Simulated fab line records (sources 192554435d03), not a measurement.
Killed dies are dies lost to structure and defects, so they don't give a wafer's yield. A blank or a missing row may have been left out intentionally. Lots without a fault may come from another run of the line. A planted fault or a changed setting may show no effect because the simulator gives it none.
Which tool did it? :: flow n5_finfet :: 27 wafers from 9 lots sampled at 5 of the route's 1938 steps

WHAT EACH GAUGE READ, for each wafer
N5_BEOL_M4_RC_MEAS_101.
lot: L822
measured: day 8 05:31
on: prober-02
DIBL_N (mV/V): 33.9 36.2 35.7

lot: L825
measured: day 8 18:02
on: prober-02
DIBL_N (mV/V): 36.8 35.1 34.9

lot: L828
measured: day 9 15:16
on: prober-02
DIBL_N (mV/V): 39.5 39.9 36.4

lot: L831
measured: day 9 22:16
on: prober-01
DIBL_N (mV/V): 35.1 34.2 34.3

lot: L832
measured: day 13 07:37
on: prober-01
DIBL_N (mV/V): 38.0 39.8 36.5

lot: L833
measured: day 14 14:58
on: prober-01
DIBL_N (mV/V): 36.0 35.6 36.2

lot: L836
measured: day 13 14:40
on: prober-01
DIBL_N (mV/V): 33.1 37.4 33.9

lot: L843
measured: day 14 12:35
on: prober-02
DIBL_N (mV/V): 35.8 34.3 36.3

lot: L844
measured: day 15 04:40
on: prober-01
DIBL_N (mV/V): 36.2 36.5 36.9

WHICH TOOL RAN EACH LOT (tool, then ch and the chambers of the sampled wafers, then the start)
lot: L822
N5_FIN_SAQP_RECESS_63: vapor_etch-01 ch 0,1, day 2 09:18
N5_FIN_SAQP_SPACER2_ALD_28: ald_sin-04 ch 1,2, day 2 11:32
N5_FIN_CUT_ETCH_21: rie_diel-01 ch 1,3, day 2 13:29
N5_FIN_CUT_PRECLEAN_35: vapor_etch-01 ch 0,1, day 2 13:57

lot: L825
N5_FIN_SAQP_RECESS_63: vapor_etch-02 ch 0,1, day 2 23:55
N5_FIN_SAQP_SPACER2_ALD_28: ald_sin-02 ch 2,3, day 3 00:40
N5_FIN_CUT_ETCH_21: rie_diel-06 ch 0,1,2, day 3 02:25
N5_FIN_CUT_PRECLEAN_35: vapor_etch-02 ch 0,1, day 3 02:53

lot: L828
N5_FIN_SAQP_RECESS_63: vapor_etch-01 ch 0,1, day 3 19:13
N5_FIN_SAQP_SPACER2_ALD_28: ald_sin-04 ch 1,2, day 3 20:21
N5_FIN_CUT_ETCH_21: rie_diel-06 ch 0,1,3, day 3 22:05
N5_FIN_CUT_PRECLEAN_35: vapor_etch-02 ch 0,1, day 3 22:38

lot: L831
N5_FIN_SAQP_RECESS_63: vapor_etch-02 ch 0,1, day 4 12:45
N5_FIN_SAQP_SPACER2_ALD_28: ald_sin-04 ch 0,1,3, day 4 13:31
N5_FIN_CUT_ETCH_21: rie_diel-01 ch 1,2,3, day 4 15:08
N5_FIN_CUT_PRECLEAN_35: vapor_etch-02 ch 0,1, day 4 15:36

lot: L832
N5_FIN_SAQP_RECESS_63: vapor_etch-01 ch 0,1, day 4 19:44
N5_FIN_SAQP_SPACER2_ALD_28: ald_sin-02 ch 0,1,3, day 4 22:30
N5_FIN_CUT_ETCH_21: rie_diel-06 ch 0,1, day 5 00:07
N5_FIN_CUT_PRECLEAN_35: vapor_etch-02 ch 0, day 5 00:40

lot: L833
N5_FIN_SAQP_RECESS_63: vapor_etch-01 ch 0,1, day 5 04:41
N5_FIN_SAQP_SPACER2_ALD_28: ald_sin-02 ch 0,1,3, day 5 05:26
N5_FIN_CUT_ETCH_21: rie_diel-01 ch 1,2, day 5 07:04
N5_FIN_CUT_PRECLEAN_35: vapor_etch-01 ch 0,1, day 5 07:32

lot: L836
N5_FIN_SAQP_RECESS_63: vapor_etch-02 ch 0,1, day 5 18:24
N5_FIN_SAQP_SPACER2_ALD_28: ald_sin-04 ch 0,3, day 5 19:20
N5_FIN_CUT_ETCH_21: rie_diel-01 ch 0,1, day 5 21:17
N5_FIN_CUT_PRECLEAN_35: vapor_etch-02 ch 0,1, day 5 21:46

lot: L843
N5_FIN_SAQP_RECESS_63: vapor_etch-01 ch 0,1, day 7 12:17
N5_FIN_SAQP_SPACER2_ALD_28: ald_sin-04 ch 0,1, day 7 13:28
N5_FIN_CUT_ETCH_21: rie_diel-06 ch 0,1,3, day 7 15:40
N5_FIN_CUT_PRECLEAN_35: vapor_etch-01 ch 0,1, day 7 16:08

lot: L844
N5_FIN_SAQP_RECESS_63: vapor_etch-02 ch 0, day 7 23:27
N5_FIN_SAQP_SPACER2_ALD_28: ald_sin-04 ch 0,2,3, day 8 00:41
N5_FIN_CUT_ETCH_21: rie_diel-05 ch 1,3, day 8 02:26
N5_FIN_CUT_PRECLEAN_35: vapor_etch-02 ch 0,1, day 8 02:53
- N5_FIN_SAQP_RECESS_63: chemistry HF/NH3, target SiO2, target depth 18 nm, afs cycles 3, sublimation time 60 s.
- N5_FIN_SAQP_SPACER2_ALD_28: deposits SiO2, target thk 8.1 nm, pulse time 1 s, purge time 2 s.
- N5_FIN_CUT_ETCH_21: etches SOC in N2/H2, target depth 219 nm, overetch 43.8 nm, time 523.5 s.
- N5_FIN_CUT_PRECLEAN_35: cleans in vHF, time 13.3 s.

THE ANSWER, worked out from the rows above alone
Rule: what is usual is taken from the lots themselves. Put in order of their means at a reading, lots are off if they are a third of the lots or fewer, leave a main group of 4 or more, and stand apart from it by a gap of 3 or more times the standard deviation of the main group's means; of several such gaps the widest counts. A main group whose means are all the same, to the digits that the tables above print for the reading, isn't used. Also off: a lot with no number at a reading for which 4 or more lots have one. Any other lot the step has rows for is counted as sound.
Across all readings shown, no lot is off: no conclusion can be drawn from this.

WHAT HAD BEEN PUT IN BY THE SIMULATOR
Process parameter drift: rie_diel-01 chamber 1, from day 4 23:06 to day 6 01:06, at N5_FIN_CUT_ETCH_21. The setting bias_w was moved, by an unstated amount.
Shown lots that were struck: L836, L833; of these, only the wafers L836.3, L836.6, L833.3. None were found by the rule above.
